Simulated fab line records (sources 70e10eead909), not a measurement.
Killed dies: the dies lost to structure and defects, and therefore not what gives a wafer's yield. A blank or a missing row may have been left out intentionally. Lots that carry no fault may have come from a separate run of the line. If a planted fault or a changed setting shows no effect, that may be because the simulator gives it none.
Comparing a struck lot with a sound one ; flow nand-harc ; 15 out of 1159 route steps
Sound: these wafers, L528.3, L528.5, L528.6. Struck: wafers L516.2, L516.3, L516.5. Last of all comes the cause.
Per side, at each step with rows, come the tool, then ch with its chambers, and then its first start. Under that, the readings that differ: sound wafers ; struck wafers ; difference of the means ; sigmas: that difference in standard deviations of wafers without a fault.
alike: a reading whose means differ by less than 2 such deviations, as well as words and numbers matching on both sides. not compared: withheld readings; readings where some wafer has no value; bounds like >300 that might hide an equal value; numbers whose values overlap and for which the record gives no deviation.
A row with sigmas, a row that says differs or no value, or rows on one side alone: a step with any of these is where the two part. Numbers that have no deviation but don't overlap get no sigmas and don't part them. Lack of a reading on every wafer of one side parts them only where that side has two or more wafers.

first, 3 steps without rows for these wafers: NHARC_P_GATE_EXPOSE_08 (exposes mask P HV); NHARC_P_GATE_PEB_09 (peb time 85 s); NHARC_P_GATE_DEVELOP_10 (time 70 s).
NHARC_P_GATE_CD_MEAS_11: target cd 1640 nm.
  sound on cd-sem-03 ch 0, day 8 23:26; struck on cd-sem-03 ch 0, day 6 08:02
  alike: cd-nm
then, 1 step without rows for these wafers: NHARC_P_GATE_HARDBAKE_12 (time 80 s).
NHARC_P_GATE_DESCUM_13: chemistry O2, time 3 s.
  sound on rie-diel-12 ch 0,1,3, day 8 23:37; struck on rie-diel-12 ch 1,3, day 6 08:12
  alike: drypump-motor-current-A, oes-product-au, rf-vpp-V, showerhead-plenum-p-Torr, throttle-valve-pct
  not compared: rf-hours-counter-h
then, 6 steps without rows for these wafers: NHARC_P_GATE_ETCH_14 (etches SiO2 in dHF, target depth 48.8 nm); NHARC_P_GATE_STRIP_15 (strips in SPM, time 780 s); NHARC_P_GATE_PRECLEAN_71 (cleans in SC1); NHARC_P_GATE_SRD_72; NHARC_P_GATE_OXIDE_16 (material SiO2, target thk 3 nm, ox time 392 s); NHARC_P_GATE_CVD_17 (deposits poly-Si, target thk 150 nm, time 900 s).
NHARC_P_GATE_HM_DEP_102: deposits aC, target thk 120 nm.
  sound on acl-dep-01 ch 0, day 9 13:50; struck on acl-dep-02 ch 0, day 6 22:17
  alike: susceptor-temp-C, throttle-valve-pct
NHARC_P_GATE_DEP_103: deposits SiON, target thk 30 nm.
  sound on pecvd-03 ch 0,2, day 9 14:19; struck on pecvd-03 ch 0, day 6 22:56
  alike: heater-power-w, susceptor-temp-C
-- the record jumps here: 15 days lie between the struck wafers' starts before and after (it left off in module P_GATE and takes up again in module END, whose first step shown is number 1159 of the route) --
NHARC_END_SORT_01:
  here the record holds rows for the struck wafers (prober-01 ch 0, day 21 22:46) but none for the sound ones

== WHERE THEY PART ==
At NHARC_END_SORT_01 and nowhere else, as far as this record goes.

WHY: what had been put in by the simulator
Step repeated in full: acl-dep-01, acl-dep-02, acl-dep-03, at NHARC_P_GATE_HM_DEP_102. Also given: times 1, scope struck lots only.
